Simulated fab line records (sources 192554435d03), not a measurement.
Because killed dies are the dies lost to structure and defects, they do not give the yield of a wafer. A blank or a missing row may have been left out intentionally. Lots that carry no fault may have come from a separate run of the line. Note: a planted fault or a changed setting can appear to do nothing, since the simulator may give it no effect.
fab line records	flow n5_finfet
record lots=13	wafers=33	last_day=19
route steps=1938 shown SD_ACTIVATION@330 ILD0@335 PASSIVATION@1936
lots untouched by any fault: they come from a run of this same line in which no faults occurred
start_h: hours from the record's opening day to when the first of the lot's shown wafers began	wait_h: how many hours have passed since the lot's step before this one	" the same as in the row above	L1.1+2: several wafers, shown together as one row	- value missing, or start not given	* or withheld: withheld	< > ~ a bound
route shown NAME@n: names a module that has steps shown in the file, with the first one's number in the route	usual: mean/standard deviation taken from wafers without a fault	same: alike in all rows	chamber/n: place in a boat	sites: each site's reading	_std_site: standard deviation of those values	_edge_site: the outer-site mean with the inner-site mean subtracted	radius_mm: how far each site lies from the wafer's centre	mask NAME#n: copy n	behind: the last tool/chamber to shape the wafer	hold: cause of the lot's hold/its duration in hours/its outcome	device: transistor that didn't switch, given as n, p or np	end of line: the same wafers' tests at the end of the route	step lacking rows: just its recipe	killed: count of dies lost to structure and defects at first sort (not the wafer's yield)	map: dies across one wafer; x = killed, . = not, _ = none there
set.NAME: the setting as run; set.NAME@STEP: as run at that earlier step	model.NAME: the simulator's own value behind a step, which no gauge read
one table for each step of the route and one row for each wafer, over a sample of lots
services: when a tool's chamber went out of use (start_h, in hours from the record's first day, below 0 if earlier), for how many hours, and the reason
## steps
# step N5_SD_ACTIVATION_RTA_00
# recipe temp_c=975	time_s=0	ambient=N2	idle_temp_c=600	ramp_up_c_per_s=150	ramp_down_c_per_s=60	cool_to_c=600
# usual lamp_power_pct=8.96/0.058	lamp_zone_5_pct=8.951/0.025	wafer_temp_C_max=975.2/2
lot.wafer	tool	chamber	start_h	wait_h	lamp_power_pct	lamp_zone_5_pct	wafer_temp_C_max
L408.2	rtp_anneal-01	0	56.26	0.1	8.96	8.964	975.9
L408.3	"	0	"	"	9.04	8.908	976.9
L408.5	"	0	"	"	8.87	8.944	972.4
L409.3	rtp_anneal-02	0	66.53	0.1	8.93	8.964	975.8
L409.4	"	0	"	"	8.94	8.968	970.0
L410.1	rtp_anneal-01	0	79.84	0.0	8.96	8.928	977.0
L410.5	"	0	"	"	9.09	8.971	973.4
L410.6	"	0	"	"	9.12	8.935	972.0
L411.1	rtp_anneal-01	0	85.54	0.0	8.94	8.984	971.4
L411.2	"	0	"	"	8.96	8.900	976.7
L411.5	"	0	"	"	9.01	8.938	972.7
L412.3	rtp_anneal-01	0	88.32	0.2	8.93	8.933	976.6
L412.6	"	0	"	"	8.86	8.972	974.6
L418.2	rtp_anneal-01	0	119.81	0.1	8.99	8.949	974.4
L418.4	"	0	"	"	8.86	8.965	972.3
L418.6	"	0	"	"	9.04	8.982	972.6
L420.2	rtp_anneal-02	0	131.97	0.1	8.86	8.995	972.8
L420.4	"	0	"	"	9.04	8.889	976.4
L421.1	rtp_anneal-02	0	136.37	0.0	8.97	8.941	976.2
L421.5	"	0	"	"	8.91	8.948	972.7
L422.1	rtp_anneal-01	0	143.16	0.0	8.92	8.926	976.6
L422.4	"	0	"	"	9.08	8.974	977.9
L424.1	rtp_anneal-01	0	155.64	0.0	9.00	8.977	973.7
L424.2	"	0	"	"	8.84	8.993	974.3
L424.4	"	0	"	"	8.94	8.964	978.2
L429.1	rtp_anneal-01	0	185.09	0.2	8.90	8.947	973.3
L429.5	"	0	"	"	8.87	8.968	972.3
L429.6	"	0	"	"	8.97	8.934	976.3
L430.3	rtp_anneal-01	0	193.93	0.1	8.94	8.990	977.9
L430.5	"	0	"	"	8.93	8.972	974.8
L430.6	"	0	"	"	8.94	8.918	974.1
L431.1	rtp_anneal-02	0	198.61	0.1	8.97	8.960	977.6
L431.4	"	0	"	"	9.02	8.956	975.6
# step N5_ILD0_LINER_00
# recipe material=SiNx	target_thk_a=40	temp_c=400	ald_precursor_family=SiH2I2	ald_co_reactant=N2/H2-plasma	pulse_time_s=1	purge_time_s=2	co_reactant_purge_time_s=2	ald_cycles=80	pressure_torr=2
# usual heater_power_w=828/87	precursor_pulse_height_rel=1.000/0.021
lot.wafer	tool	chamber	start_h	wait_h	heater_power_w	precursor_pulse_height_rel
L408.2	ald_sin-02	1	57.00	0.0	801	1.005
L408.3	"	3	"	"	856	0.979
L408.5	"	2	"	"	902	0.986
L409.3	ald_sin-04	3	67.23	0.0	727	0.986
L409.4	"	2	"	"	1060	0.966
L410.1	ald_sin-04	3	80.60	0.0	719	0.978
L410.5	"	1	"	"	823	0.967
L410.6	"	0	"	"	688	1.001
L411.1	ald_sin-02	3	86.30	0.0	852	0.998
L411.2	"	1	"	"	794	0.972
L411.5	"	0	"	"	812	1.012
L412.3	ald_sin-01	3	89.48	0.5	803	1.014
L412.6	"	1	"	"	831	0.969
L418.2	ald_sin-04	1	121.13	0.6	863	1.002
L418.4	"	2	"	"	984	0.984
L418.6	"	1	"	"	865	0.963
L420.2	ald_sin-01	0	132.71	0.0	777	1.001
L420.4	"	1	"	"	801	0.958
L421.1	ald_sin-01	1	138.24	1.1	826	0.991
L421.5	"	2	"	"	803	1.010
L422.1	ald_sin-04	3	144.65	0.8	774	0.998
L422.4	"	0	"	"	710	1.016
L424.1	ald_sin-04	1	156.40	0.0	868	1.006
L424.2	"	2	"	"	1007	0.990
L424.4	"	1	"	"	850	1.000
L429.1	ald_sin-04	3	186.58	0.8	746	0.981
L429.5	"	0	"	"	712	1.005
L429.6	"	1	"	"	876	1.004
L430.3	ald_sin-04	3	194.93	0.3	734	1.010
L430.5	"	1	"	"	873	1.003
L430.6	"	0	"	"	731	1.003
L431.1	ald_sin-04	3	199.37	0.0	755	0.983
L431.4	"	1	"	"	858	0.980
# step N5_ILD0_FCVD_FILL_01
# recipe material=SiO2_flowable	target_thk_a=2000	temp_c=100	pressure_torr=0.8	rf_w=2000	time_s=328.3
lot.wafer	tool	chamber	start_h	wait_h
L408.2+3+5	fcvd-01	1,0,0	57.41	0.2
L408.2+3+5	fcvd-01	1,0,0	57.96	0.4
L409.3+4	fcvd-02	1,0	67.76	0.3
L410.1+5+6	fcvd-01	0,1,0	81.03	0.2
L411.1+2+5	fcvd-01	0,1,1	86.71	0.2
L411.1+2+5	fcvd-01	0,1,1	87.26	0.4
L412.3+6	fcvd-02	0,1	90.02	0.3
L418.2+4+6	fcvd-01	1,0,0	121.54	0.2
L418.2+4+6	fcvd-01	1,0,0	122.09	0.4
L420.2+4	fcvd-01	0	133.12	0.2
L421.1+5	fcvd-02	1	138.65	0.2
L422.1+4	fcvd-02	0	145.06	0.2
L424.1+2+4	fcvd-02	0,1,0	156.81	0.2
L429.1+5+6	fcvd-02	0,1,0	187.00	0.2
L430.3+5+6	fcvd-02	1,0,1	195.47	0.3
L431.1+4	fcvd-02	0	199.79	0.2
# step N5_ILD0_CMP_03
# recipe stop_on=SiNx	t_overpolish_s=1.9	post_cmp_clean=alkaline_brush	down_force_psi=4.1491	platen_rpm=51.796	pad_velocity_m_s=1.0306	target_thk_nm=197.38
# usual motor_current_A=12.7/0.99	overpolish_run_s=1.900/0.0084	slurry_flow_ml_min=150.0/0.54	time_to_endpoint_s=71/3.9
lot.wafer	tool	chamber	start_h	wait_h	motor_current_A	overpolish_run_s	slurry_flow_ml_min	time_to_endpoint_s
L408.3	cmp-04	3	59.91	0.0	12.0	1.898	151.1	142
L408.2	"	0	"	"	12.1	1.900	150.3	141
L408.5	"	3	"	"	12.1	1.898	150.2	137
L409.4	cmp-04	1	69.64	0.1	12.7	1.901	150.7	73
L409.3	"	2	"	"	12.8	1.898	149.1	72
L410.1	cmp-03	1	83.07	0.1	12.9	1.896	149.9	74
L410.6	"	3	"	"	11.3	1.915	149.9	73
L410.5	"	0	"	"	12.5	1.910	151.4	69
L411.2	cmp-04	3	89.65	0.5	11.8	1.908	149.3	149
L411.1	"	1	"	"	13.8	1.890	149.7	149
L411.5	"	3	"	"	12.2	1.914	149.6	148
L412.3	cmp-01	0	91.96	0.1	11.6	1.885	149.1	77
L412.6	"	1	"	"	15.5	1.899	149.5	76
L418.4	cmp-01	1	124.11	0.1	15.2	1.894	150.2	137
L418.2	"	2	"	"	13.2	1.888	151.0	134
L418.6	"	3	"	"	12.4	1.913	150.3	128
L420.2	cmp-03	0	135.12	0.1	14.1	1.906	150.0	73
L420.4	"	2	"	"	11.2	1.903	150.0	78
L421.1	cmp-01	0	140.64	0.1	11.9	1.901	150.2	69
L421.5	"	0	"	"	11.9	1.891	150.4	72
L422.1	cmp-04	2	147.01	0.0	13.7	1.896	149.9	63
L422.4	"	0	"	"	12.7	1.892	149.6	63
L424.1	cmp-03	2	158.78	0.0	10.7	1.895	150.6	77
L424.2	"	3	"	"	11.8	1.894	149.6	75
L424.4	"	0	"	"	13.5	1.902	150.4	70
L429.1	cmp-03	1	189.02	0.1	13.1	1.883	150.0	75
L429.5	"	3	"	"	12.1	1.893	150.8	72
L429.6	"	0	"	"	13.1	1.881	149.3	67
L430.3	cmp-01	0	197.41	0.1	11.8	1.904	149.9	73
L430.6	"	1	"	"	14.6	1.895	149.7	71
L430.5	"	2	"	"	12.8	1.920	150.3	70
L431.4	cmp-03	3	201.74	0.0	12.3	1.886	150.3	72
L431.1	"	2	"	"	11.2	1.901	149.6	72
# step N5_ILD0_ALD_15
# recipe material=SiNx	target_thk_a=240	temp_c=400	ald_precursor_family=SiH2I2	ald_co_reactant=N2/H2-plasma	pulse_time_s=1	ald_cycles=480	purge_time_s=2	co_reactant_purge_time_s=2	pressure_torr=2
# usual heater_power_w=823/88	precursor_pulse_height_rel=1.001/0.022
lot.wafer	tool	chamber	start_h	wait_h	heater_power_w	precursor_pulse_height_rel
L408.2	ald_sin-04	1	61.25	0.5	827	1.016
L408.3	"	3	"	"	722	1.029
L408.5	"	0	62.33	1.2	684	0.975
L409.3	ald_sin-04	2	70.94	0.4	1072	0.961
L409.4	"	0	"	"	689	0.994
L410.1	ald_sin-04	0	84.33	0.6	684	1.018
L410.5	"	3	85.42	1.2	728	1.001
L410.6	"	2	"	"	1052	0.971
L411.1	ald_sin-02	0	90.95	0.6	816	0.958
L411.2	"	2	"	"	929	1.002
L411.5	"	1	92.03	1.2	791	0.984
L412.3	ald_sin-02	2	93.18	0.4	932	0.979
L412.6	"	0	94.27	1.1	808	0.981
L418.2	ald_sin-01	1	125.38	0.5	823	0.968
L418.4	"	0	"	"	767	1.025
L418.6	"	1	126.47	1.1	839	0.991
L420.2	ald_sin-02	3	136.70	0.7	852	0.991
L420.4	"	2	"	"	928	0.998
L421.1	ald_sin-01	2	142.17	0.8	798	0.997
L421.5	"	1	143.26	1.5	818	0.999
L422.1	ald_sin-04	1	148.35	0.6	866	0.991
L422.4	"	0	"	"	722	0.981
L424.1	ald_sin-04	3	160.12	0.6	761	1.003
L424.2	"	1	"	"	843	0.986
L424.4	"	1	161.20	1.3	859	1.018
L429.1	ald_sin-04	0	190.45	0.7	716	0.972
L429.5	"	0	191.54	1.4	722	1.016
L429.6	"	3	"	"	721	1.014
L430.3	ald_sin-02	2	198.63	0.4	784	1.010
L430.5	"	3	199.72	1.2	884	0.961
L430.6	"	2	"	"	801	0.961
L431.1	ald_sin-02	3	203.07	0.6	863	1.022
L431.4	"	0	"	"	785	0.981
# step N5_PASSIVATION_PROBE_49
# usual defect_limited_yield=91.2/1.4	killed_at_M0_to_M3=34/9.3	killed_at_M4_up=14/5.9	killed_at_contacts=14/5.7	killed_at_front_end=38/10	killed_at_other=4/3.2	killed_dies=104/17	killed_open=67/13	killed_short=33/6.9	sort_bin_5_function=5.2/1	sort_bin_6_memory=3.3/0.61	sort_bin_8_speed=0.3/1.8	sort_n_pass=1069/52
# same gross_dies=1180	killed_at_back_side=0	sort_bin_4_leakage[%]=0
lot.wafer	tool	chamber	start_h	wait_h	defect_limited_yield[%]	killed_at_M0_to_M3	killed_at_M4_up	killed_at_contacts	killed_at_front_end	killed_at_other	killed_dies	killed_open	killed_short	sort_bin_5_function[%]	sort_bin_6_memory[%]	sort_bin_8_speed[%]	sort_n_pass
L408.2	prober-01	-	286.18	0.1	92.5	19	18	13	32	6	88	52	33	4.2	2.8	0	1092
L411.5	prober-01	-	348.20	0.2	89.9	63	10	18	26	2	119	77	37	6.2	3.6	0	1061
L418.2	prober-01	-	376.28	0.1	90.8	26	18	22	41	1	108	72	26	5.8	3.0	0.2	1072
L418.4	prober-01	-	376.38	0.2	91.7	24	14	14	32	14	98	58	29	5.6	2.5	0	1082
L418.6	prober-01	-	376.48	0.3	90.7	40	15	18	34	3	110	73	34	5.3	3.6	0	1070
# killed by level:class
L408.2 MOL_CONTACT_COAG:geometric_particle:open=9 BEOL_M4:geometric_particle:open=9 DUMMY_GATE:geometric_particle:open=7 FIN_SAQP:geometric_particle:open=6 FIN_SAQP:geometric_particle:short=6 BEOL_M3:geometric_particle:open=4 MOL_CONTACT_COAG:geometric_particle:short=4 BEOL_M1:geometric_particle:open=4
L411.5 BEOL_M3:geometric_particle:open=17 MOL_CONTACT_COAG:geometric_particle:open=15 BEOL_M0_SAQP:geometric_particle:open=10 BEOL_M0_SAQP:geometric_particle:short=7 BEOL_M2:geometric_particle:short=7 BEOL_M1:geometric_particle:open=6 DUMMY_GATE:geometric_particle:open=5 STI_FIN_REVEAL:geometric_particle:open=4
L418.2 MOL_CONTACT_COAG:geometric_particle:open=19 BEOL_M2:geometric_particle:open=9 BEOL_M4:geometric_particle:open=7 SD_EPI_N:area_etch=7 STI_FIN_REVEAL:geometric_particle:open=6 FIN_SAQP:geometric_particle:short=5 BEOL_M3:geometric_particle:open=5 BEOL_M8:geometric_particle:open=5
L418.4 PASSIVATION:area_etch=11 MOL_CONTACT_COAG:geometric_particle:open=10 BEOL_M2:geometric_particle:open=8 DUMMY_GATE:geometric_particle:open=7 BEOL_M3:geometric_particle:open=7 BEOL_M4:geometric_particle:open=7 ILD0:geometric_particle:short=6 FIN_SAQP:geometric_particle:short=5
L418.6 MOL_CONTACT_COAG:geometric_particle:open=13 BEOL_M2:geometric_particle:open=13 FIN_SAQP:geometric_particle:open=8 BEOL_M0_SAQP:geometric_particle:open=8 BEOL_M3:geometric_particle:open=8 ILD0:geometric_particle:short=7 BEOL_M0_SAQP:geometric_particle:short=7 BEOL_M4:geometric_particle:open=5
## services
tool	chamber	start_h	hours	kind
fcvd-02	0	34.38	-	clean
fcvd-02	0	34.38	18.0	scheduled_down
fcvd-01	-	42.25	0.5	repair
cmp-04	-	43.49	6.8	pm
fcvd-02	-	55.85	2.8	pm
cmp-04	-	84.60	2.3	repair
ald_sin-04	-	86.50	14.0	pm
ald_sin-04	0	86.50	14.0	vent_cycle
ald_sin-04	1	86.50	14.0	vent_cycle
ald_sin-04	2	86.50	14.0	vent_cycle
ald_sin-04	3	86.50	14.0	vent_cycle
fcvd-01	-	100.34	1.5	repair
ald_sin-04	0	100.50	-	clean
ald_sin-04	1	100.50	-	clean
ald_sin-04	2	100.50	-	clean
ald_sin-04	3	100.50	-	clean
cmp-03	-	106.47	6.9	pm
cmp-04	-	131.66	4.0	pm
fcvd-01	0	137.73	3.4	repair
fcvd-01	0	164.95	95.1	repair
cmp-03	-	173.83	1.4	repair
ald_sin-02	-	177.14	14.0	pm
ald_sin-04	-	178.49	0.7	repair
cmp-03	-	181.81	7.0	pm
## key
first_sign step=N5_ILD0_FCVD_FILL_01	reading=visit	direction=added
effect step=N5_ILD0_CMP_03	reading=time_to_endpoint_s	direction=up	sigmas=18	usual=*	struck=*
met_at N5_ILD0_FCVD_FILL_01
struck_lots L408,L411,L418
rows_end L411.1,L411.2
baseline_loss step=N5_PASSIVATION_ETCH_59	wafers=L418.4
not_acting_at N5_SD_ACTIVATION_RTA_00,N5_ILD0_LINER_00,N5_ILD0_ALD_15
fault kind=repeated_step_whole	tool=fcvd-01,fcvd-02	chamber=-	onset_h=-	steps=N5_ILD0_FCVD_FILL_01	times=1	scope=struck_lots_only
# rows_end: these wafers met a further fault down the route, and their rows from its step on are left out
# baseline_loss: these wafers lose ten dies or more at that step, a loss of the line's own and not of a fault; the sort's usual values leave them out
